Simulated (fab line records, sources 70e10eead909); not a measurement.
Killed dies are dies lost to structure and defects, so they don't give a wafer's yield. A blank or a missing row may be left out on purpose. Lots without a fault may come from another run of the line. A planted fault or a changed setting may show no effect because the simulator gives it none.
Which tool did it? | flow nand_harc | 13 lots, 39 wafers sampled, at 5 steps of a route of 1159

WHAT THE GAUGES READ, wafer by wafer
NHARC_THIN_TSV_CD_MEAS_16. Usual: cd_nm 1000.8 nm, standard deviation 1.5.
lot  | measured     | on        | cd_nm (nm)           | flag
L323 | day 19 02:22 | cd_sem-03 | 1002.6 1002.3 1001.4 |
L321 | day 19 16:22 | cd_sem-03 | 1000.3 1001.8 999.8  |
L327 | day 20 20:53 | cd_sem-01 | 1000.5 999.2 1001.8  |
L329 | day 20 19:43 | cd_sem-02 | 1000.8 998.9 997.7   |
L328 | day 21 07:38 | cd_sem-01 | 1000.0 1000.8 1000.9 |
L333 | day 21 18:21 | cd_sem-03 | 1000.1 1000.7 999.0  |
L331 | day 21 19:34 | cd_sem-02 | 1001.2 1002.3 1000.7 |
L330 | day 21 20:43 | cd_sem-03 | 1001.1 1004.0 1002.3 |
L335 | day 22 14:53 | cd_sem-03 | 1000.3 1000.1 1001.1 |
L336 | day 22 16:04 | cd_sem-02 | 1001.5 1002.0 1003.7 |
L332 | day 22 17:13 | cd_sem-02 | 1002.3 1002.9 1002.9 |
L337 | day 23 21:37 | cd_sem-02 | 1001.2 999.0         |
L341 | day 24 03:08 | cd_sem-02 | 1000.1 998.1         |

NHARC_END_SORT_01. Usual: defect_limited_yield 95.6 %, standard deviation 1.3; killed_at_array 26, standard deviation 8.6; killed_at_other 0.7, standard deviation 0.97; killed_at_periphery 3.2, standard deviation 2.2; killed_dies 30, standard deviation 8.9; killed_open 3.1, standard deviation 1.8; killed_short 2.2, standard deviation 1.8; sort_bin_2_pct 1.4 %, standard deviation 0.58; sort_bin_3_pct 0.24 %, standard deviation 0.18; sort_bin_4_pct 2.8 %, standard deviation 0.9; sort_n_pass 647, standard deviation 8.9; sort_rim_yield_pct 95.5 %, standard deviation 2.5; sort_yield_pct 95.6 %, standard deviation 1.3.
lot  | measured     | on        | defect_limited_yield (%) | killed_at_array | killed_at_other | killed_at_periphery | killed_dies | killed_open | killed_short | sort_bin_2_pct (%) | sort_bin_3_pct (%) | sort_bin_4_pct (%) | sort_n_pass | sort_rim_yield_pct (%) | sort_yield_pct (%) | flag
L335 | day 23 07:05 | prober-01 | 92.0 91.6 93.6           | 45 52 36        | 4 2 3           | 5 3 4               | 54 57 43    | 4 4 3       | 3 2 1        | 2.7 3.2 2.7        | 0.59 0.30 0.44     | 4.7 4.9 3.2        | 623 620 634 | 93.4 90.6 95.3         | 92.0 91.6 93.6     |
L336 | day 23 12:31 | prober-02 | 95.3                     | 30              | 1               | 1                   | 32          | 4           | 0            | 1.5                | 0                  | 3.2                | 645         | 93.4                   | 95.3               |
L332 | day 23 04:44 | prober-02 | 94.7 95.7 95.4           | 33 24 30        | 0 2 0           | 3 3 1               | 36 29 31    | 7 4 2       | 2 1 3        | 2.1 1.2 1.5        | 0.59 0.30 0.30     | 2.7 2.8 2.8        | 641 648 646 | 92.5 99.1 96.2         | 94.7 95.7 95.4     |
L337 | day 24 12:37 | prober-02 | 95.6 96.2 0              | 29 21 673       | 0 1 1           | 1 4 3               | 30 26 677   | 3 2 2       | 1 2 4        | 1.0 1.0 96.5       | 0.30 0.30 0.74     | 3.1 2.5 2.8        | 647 651 0   | 94.3 97.2 0            | 95.6 96.2 0        | OFF
L341 | day 24 20:26 | prober-02 | 0 96.3 97.0              | 676 20 19       | 0 0 0           | 1 5 1               | 677 25 20   | 5 4 2       | 0 1 3        | 97.9 0.6 1.5       | 0.15 0 0.44        | 1.9 3.1 1.0        | 0 652 657   | 0 97.2 97.2            | 0 96.3 97.0        | OFF

WHICH TOOL RAN EACH LOT (tool, then ch and the chambers of the sampled wafers, then the start)
lot  | NHARC_A_BONDPAD_PVD_27       | NHARC_THIN_TSV_PRE_CLEAN_50             | NHARC_THIN_TSV_PVD_19
L323 | pvd_sputter-03, day 18 08:44 | pvd_sputter-02, no start                | pvd_sputter-02, no start
L321 | pvd_sputter-03, day 19 00:19 | pvd_sputter-02, no start                | pvd_sputter-02, no start
L327 | pvd_sputter-03, day 20 01:16 | pvd_sputter-01, no start                | pvd_sputter-01, no start
L329 | pvd_sputter-02, day 20 06:53 | pvd_sputter-01, no start                | pvd_sputter-01, no start
L328 | pvd_sputter-01, day 20 12:03 | pvd_sputter-02, no start                | pvd_sputter-02, no start
L333 | pvd_sputter-03, day 21 02:55 | pvd_sputter-01, no start                | pvd_sputter-01, no start
L331 | pvd_sputter-01, day 21 03:11 | pvd_sputter-02, no start                | pvd_sputter-02, no start
L330 | pvd_sputter-02, day 21 04:09 | pvd_sputter-02, no start                | pvd_sputter-02, no start
L335 | pvd_sputter-02, day 21 21:05 | pvd_sputter-02, day 23 07:05 or earlier | pvd_sputter-02, day 23 07:05 or earlier
L336 | pvd_sputter-01, day 21 21:26 | pvd_sputter-01, day 23 12:31 or earlier | pvd_sputter-01, day 23 12:31 or earlier
L332 | pvd_sputter-03, day 21 21:37 | pvd_sputter-01, day 23 04:44 or earlier | pvd_sputter-01, day 23 04:44 or earlier
L337 | pvd_sputter-03, day 23 06:30 | pvd_sputter-01, day 24 12:37 or earlier | pvd_sputter-01, day 24 12:37 or earlier
L341 | pvd_sputter-03, day 23 10:57 | pvd_sputter-01, day 24 20:26 or earlier | pvd_sputter-01, day 24 20:26 or earlier
- NHARC_A_BONDPAD_PVD_27: deposits Cu, target thk 30 nm, time 20.49 s.
- NHARC_THIN_TSV_PRE_CLEAN_50: time 30 s.
- NHARC_THIN_TSV_PVD_19: deposits TaN, target thk 20 nm.

WHAT THE TOOLS THEMSELVES READ (means of the sampled wafers that have a number; where no wafer has one, the mark that the record gives instead)
NHARC_A_BONDPAD_PVD_27. Usual: throttle_valve_pct 30.3 %, standard deviation 0.89.
lot  | tool           | throttle_valve_pct (%) | flag
L323 | pvd_sputter-03 | 30.0                   |
L321 | pvd_sputter-03 | 29.8                   |
L327 | pvd_sputter-03 | 29.1                   |
L329 | pvd_sputter-02 | 29.9                   |
L328 | pvd_sputter-01 | 30.1                   |
L333 | pvd_sputter-03 | 30.5                   |
L331 | pvd_sputter-01 | 30.1                   |
L330 | pvd_sputter-02 | 30.4                   |
L335 | pvd_sputter-02 | 30.4                   |
L336 | pvd_sputter-01 | 30.3                   |
L332 | pvd_sputter-03 | 30.6                   |
L337 | pvd_sputter-03 | 30.6                   |
L341 | pvd_sputter-03 | 29.9                   |

NHARC_THIN_TSV_PRE_CLEAN_50. Usual: heater_power_w 424 W, standard deviation 32.
lot  | tool           | heater_power_w (W) | flag
L323 | pvd_sputter-02 | 400                |
L321 | pvd_sputter-02 | 412                |
L327 | pvd_sputter-01 | 414                |
L329 | pvd_sputter-01 | 426                |
L328 | pvd_sputter-02 | 413                |
L333 | pvd_sputter-01 | 425                |
L331 | pvd_sputter-02 | 409                |
L330 | pvd_sputter-02 | 397                |
L335 | pvd_sputter-02 | 426                |
L336 | pvd_sputter-01 | 429                |
L332 | pvd_sputter-01 | 428                |
L337 | pvd_sputter-01 | 455                |
L341 | pvd_sputter-01 | 415                |

NHARC_THIN_TSV_PVD_19. Usual: throttle_valve_pct 30.4 %, standard deviation 0.88.
lot  | tool           | throttle_valve_pct (%) | flag
L323 | pvd_sputter-02 | 30.5                   |
L321 | pvd_sputter-02 | 30.6                   |
L327 | pvd_sputter-01 | 30.8                   |
L329 | pvd_sputter-01 | 30.6                   |
L328 | pvd_sputter-02 | 30.6                   |
L333 | pvd_sputter-01 | 30.7                   |
L331 | pvd_sputter-02 | 30.7                   |
L330 | pvd_sputter-02 | 30.4                   |
L335 | pvd_sputter-02 | 31.2                   |
L336 | pvd_sputter-01 | 30.2                   |
L332 | pvd_sputter-01 | 30.8                   |
L337 | pvd_sputter-01 | 29.5                   |
L341 | pvd_sputter-01 | 30.4                   |

THE ANSWER, worked out from the rows above alone
Rule: a lot is off if the mean of its wafers that have a number lies more than 3 standard deviations from the usual mean. A lot without any number at a reading at which 4 lots or more have one is off too. The other lots that the step has rows for count as sound. The gauges are gone through in route order, then the tools' own readings, and for those a lot's mean is taken as printed above. The first step at which some lot is off is used, and at that step the reading that is off furthest; a lot without a number counts as furthest.
Off: L337, L341, at NHARC_END_SORT_01 (sort_bin_2_pct). Neither off nor sound, because the step has no rows for them: L323, L321, L327, L329, L328, L333, L331, L330.
A tool fits if, at a process step before that reading, it ran every lot that is off, and no sound lot after the first of them. The gauges at NHARC_END_SORT_01 are tried like those tools. NHARC_THIN_TSV_PRE_CLEAN_50 gives no start for some lots, so the hours and the order of its lots are those of NHARC_END_SORT_01. NHARC_THIN_TSV_PVD_19 gives no start for some lots, so the hours and the order of its lots are those of NHARC_END_SORT_01. Can't be told from this: 3 tools fit, pvd_sputter-03 at NHARC_A_BONDPAD_PVD_27, pvd_sputter-01 at NHARC_THIN_TSV_PRE_CLEAN_50 and NHARC_THIN_TSV_PVD_19, prober-02 at NHARC_END_SORT_01.

WHAT THE SIMULATOR HAD PUT IN
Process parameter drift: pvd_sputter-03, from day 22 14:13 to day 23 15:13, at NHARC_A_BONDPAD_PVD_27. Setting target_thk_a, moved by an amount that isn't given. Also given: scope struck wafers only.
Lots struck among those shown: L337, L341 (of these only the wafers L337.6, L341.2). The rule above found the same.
